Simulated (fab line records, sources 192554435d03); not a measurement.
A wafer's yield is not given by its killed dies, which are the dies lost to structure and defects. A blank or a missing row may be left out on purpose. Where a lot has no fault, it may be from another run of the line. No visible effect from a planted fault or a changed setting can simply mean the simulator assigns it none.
Struck lot and sound lot, side by side | flow n5_finfet | 16 steps out of a route of 1938
Sound: these wafers, L690.1, L690.4, L690.6. Struck: wafers L695.5, L695.6. (L695.4 of the same lot was not struck and is left out.) The cause comes at the end.
For every step that has rows: the tool of each side, followed by ch and its chambers, followed by its first start. Under that, the readings that differ: sound wafers | struck wafers | difference of the means | sigmas: that difference in standard deviations of wafers without a fault.
alike: words and numbers the same on both sides, and readings whose means are apart by under 2 such deviations; not compared: readings that were withheld, readings missing a value for some wafer, numbers with overlapping values and no deviation given by the record, and bounds like >300 which may hide the same value.
Wherever a step has rows on one side only, a row that says differs or no value, or a row with sigmas, the two part there. Numbers that don't overlap but have no deviation are shown without sigmas and don't part them. A reading missing from all wafers of one side parts the sides only when that side holds two or more wafers.

first, 6 steps without rows for these wafers: N5_BEOL_M0_SAQP_COAT_34 (resist thk 30 nm); N5_BEOL_M0_SAQP_EBR_36; N5_BEOL_M0_SAQP_SOFTBAKE_35 (time 60 s); N5_BEOL_M0_SAQP_EXPOSE_37 (exposes mask M0 CUT1, target cd 30 nm); N5_BEOL_M0_SAQP_PEB_38 (peb time 60 s); N5_BEOL_M0_SAQP_DEVELOP_39 (develop time 30 s).
N5_BEOL_M0_SAQP_CD_MEAS_40: target cd 30 nm.
  sound on cd_sem-01 ch 0, day 8 23:41; struck on cd_sem-03 ch 0, day 10 03:04
  alike: cd_nm
N5_BEOL_M0_SAQP_OVL_MEAS_41:
  sound on overlay-01 ch 0, day 8 23:43; struck on overlay-01 ch 0, day 10 03:07
  alike: M0_CUT1_OVL
N5_BEOL_M0_SAQP_INSPECT_42: inspects for defects (brightfield).
  sound on defect_inspect-01, day 8 23:47; struck on defect_inspect-02, day 10 03:10
  alike: raw_defect_count
N5_BEOL_M0_SAQP_DESCUM_45: chemistry O2, time 7 s.
  sound on rie_diel-03 ch 0,1, day 8 23:49; struck on rie_diel-03 ch 0,2, day 10 03:13
  alike: drypump_motor_current_A, oes_product_au, rf_vpp_V, showerhead_plenum_p_Torr, throttle_valve_pct
  not compared: rf_hours_counter_h
N5_BEOL_M0_SAQP_ETCH_88: etches underlayer in N2/H2, target depth 6.5 nm, time 5.2 s.
  sound on rie_diel-03 ch 0,1, day 8 23:50; struck on rie_diel-03 ch 0,2, day 10 03:14
  alike: drypump_motor_current_A, etch_rf_on_time_s, oes_product_au, rf_vpp_V, showerhead_plenum_p_Torr, throttle_valve_pct
  not compared: rf_hours_counter_h
N5_BEOL_M0_SAQP_ETCH_73: etches SiARC in CF4, target depth 19.5 nm, time 32.5 s.
  sound on rie_diel-03 ch 0,1, day 8 23:52; struck on rie_diel-03 ch 0,2, day 10 03:16
  alike: drypump_motor_current_A, etch_rf_on_time_s, oes_product_au, rf_vpp_V, showerhead_plenum_p_Torr, throttle_valve_pct
  not compared: rf_hours_counter_h
N5_BEOL_M0_SAQP_CUT_ETCH_46: etches SOC in N2/H2, target depth 135 nm, overetch 27 nm, time 202.5 s.
  sound on rie_diel-03 ch 0,1, day 8 23:53; struck on rie_diel-03 ch 0,2, day 10 03:21
  reading                                         | sound     | struck  | difference | sigmas
  model.SiARC_of_BEOL_M0_SAQP_COAT_72.thk_nm (nm) | 5.2 5 5.2 | 5.8 5.6 | +0.6       |
  alike: drypump_motor_current_A, rf_vpp_V, showerhead_plenum_p_Torr, throttle_valve_pct
  not compared: rf_hours_counter_h
then, 1 step without rows for these wafers: N5_BEOL_M0_SAQP_STRIP_74 (strips in N2/H2).
-- a jump in the record: the struck wafers' starts before and after are 3 days apart (it breaks off in module BEOL_M0_SAQP and resumes in module BEOL_M4, where the first step shown is number 1111 of the route) --
N5_BEOL_M4_RC_MEAS_101:
  sound on prober-02 ch 0, day 11 12:01; struck on prober-02 ch 0, day 12 15:22
  reading       | sound          | struck    | difference | sigmas
  ION_P (uA/um) | 471 474 471    | 455 461   | -14        | -2
  VT_P (mV)     | -245 -247 -247 | -255 -252 | -7         | -2
  alike: DIBL_N, DIBL_P, IOFF_N, IOFF_P, ION_N, SS_N, SS_P, VT_N
N5_PASSIVATION_PROBE_49:
  sound wafers here have rows in the record (prober-01, day 16 08:06); struck ones have none

== WHERE THEY PART ==
First at N5_BEOL_M4_RC_MEAS_101; last, within this record, at N5_PASSIVATION_PROBE_49.

WHY: the cause the simulator had injected
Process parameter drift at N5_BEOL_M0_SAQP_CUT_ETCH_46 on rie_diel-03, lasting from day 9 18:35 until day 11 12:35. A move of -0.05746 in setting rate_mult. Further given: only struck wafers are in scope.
